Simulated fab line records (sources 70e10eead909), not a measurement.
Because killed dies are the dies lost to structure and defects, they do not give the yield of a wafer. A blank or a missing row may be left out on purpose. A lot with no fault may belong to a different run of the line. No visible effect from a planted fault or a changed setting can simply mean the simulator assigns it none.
Shared-tool check :: flow nand harc :: Sample size 2 lots and 6 wafers

== REASON IT WAS OPENED ==
Flagged at NHARC_END_SORT_01: reading killed at periphery, on 2 of 2 lots. No-fault wafers: 4, standard deviation 3.2.
Rule: flag the lot when none of its wafers has a number, or when each of its wafers that has one lies beyond 4 standard deviations from that mean. The other lots count as sound.

lot: L724
measured: day 25 03:56
on: prober-02
killed at periphery, wafer by wafer: 650 625 646
flag: FLAGGED

lot: L730
measured: day 28 05:46
on: prober-01
killed at periphery, wafer by wafer: 629 601 625
flag: FLAGGED
The numbers of the flagged lots are 629 on average: +625 against the usual, or +99 or more standard deviations.

== EACH LOT AND THE TOOL IT RAN ON ==
The record holds 4 process steps before the reading, out of a route of 1302 steps. In each cell: the tool, then ch and the chambers that the sampled wafers went through, then the start.
lot: L724
flag: FLAGGED
NHARC_P_ZERO_WELL_DESCUM_54: rie diel-06 ch 1,2, day 2 22:02
NHARC_P_GATE_OXIDE_02: furnace-01 ch 0, day 4 23:52
NHARC_P_GATE_ALD_36: ald sin-01 ch 1,3, day 5 21:36
NHARC_P_GATE_DESCUM_48: rie diel-02 ch 0,2,3, day 6 10:27

lot: L730
flag: FLAGGED
NHARC_P_ZERO_WELL_DESCUM_54: rie diel-06 ch 1,2,3, day 5 09:55
NHARC_P_GATE_OXIDE_02: furnace-06 ch 0, day 7 10:40
NHARC_P_GATE_ALD_36: ald sin-01 ch 0,1,3, day 8 07:56
NHARC_P_GATE_DESCUM_48: rie diel-11 ch 0,1,3, day 8 18:29
These steps, and what they do:
- NHARC_P_ZERO_WELL_DESCUM_54: chemistry O2, time 3 s.
- NHARC_P_GATE_OXIDE_02: material SiO2, target thk 37.5 nm, ox time 365 s.
- NHARC_P_GATE_ALD_36: deposits SiNx, target thk 20 nm, pulse time 60 s, ald cycles 223.
- NHARC_P_GATE_DESCUM_48: chemistry O2, time 3 s.
- NHARC_END_SORT_01

== FLAGGED OVER TOTAL, TOOL BY TOOL (the gauges that took the reading come last) ==
step: NHARC_P_ZERO_WELL_DESCUM_54
tool: rie diel-06
lots run: 2
flagged: 2
share of the flagged lots: all
sound lots run after its first flagged lot: 0

step: NHARC_P_GATE_OXIDE_02
tool: furnace-01
lots run: 1
flagged: 1
share of the flagged lots: some
sound lots run after its first flagged lot: 0

step: NHARC_P_GATE_OXIDE_02
tool: furnace-06
lots run: 1
flagged: 1
share of the flagged lots: some
sound lots run after its first flagged lot: 0

step: NHARC_P_GATE_ALD_36
tool: ald sin-01
lots run: 2
flagged: 2
share of the flagged lots: all
sound lots run after its first flagged lot: 0

step: NHARC_P_GATE_DESCUM_48
tool: rie diel-02
lots run: 1
flagged: 1
share of the flagged lots: some
sound lots run after its first flagged lot: 0

step: NHARC_P_GATE_DESCUM_48
tool: rie diel-11
lots run: 1
flagged: 1
share of the flagged lots: some
sound lots run after its first flagged lot: 0

step: NHARC_END_SORT_01
tool: prober-01
lots run: 1
flagged: 1
share of the flagged lots: some
sound lots run after its first flagged lot: 0

step: NHARC_END_SORT_01
tool: prober-02
lots run: 1
flagged: 1
share of the flagged lots: some
sound lots run after its first flagged lot: 0

== WHAT THE TABLE PERMITS ==
rie diel-06 at NHARC_P_ZERO_WELL_DESCUM_54 and ald sin-01 at NHARC_P_GATE_ALD_36 are the 2 rows of the table that ran each flagged lot.
- rie diel-06 at NHARC_P_ZERO_WELL_DESCUM_54 ran 2 lots, 2 of them flagged. Because this sample shows no sound lot run on it before its first flagged lot, the start cannot be pinned down more closely.
- ald sin-01 at NHARC_P_GATE_ALD_36 ran 2 lots, 2 of them flagged. Because this sample shows no sound lot run on it before its first flagged lot, the start cannot be pinned down more closely.
These 2 tools cannot be told apart by counting lots, since each of them fits a fault that started at some hour. More lots, or a look at what each step does to the wafer, might.

== WHAT WAS PUT IN BY THE SIMULATOR ==
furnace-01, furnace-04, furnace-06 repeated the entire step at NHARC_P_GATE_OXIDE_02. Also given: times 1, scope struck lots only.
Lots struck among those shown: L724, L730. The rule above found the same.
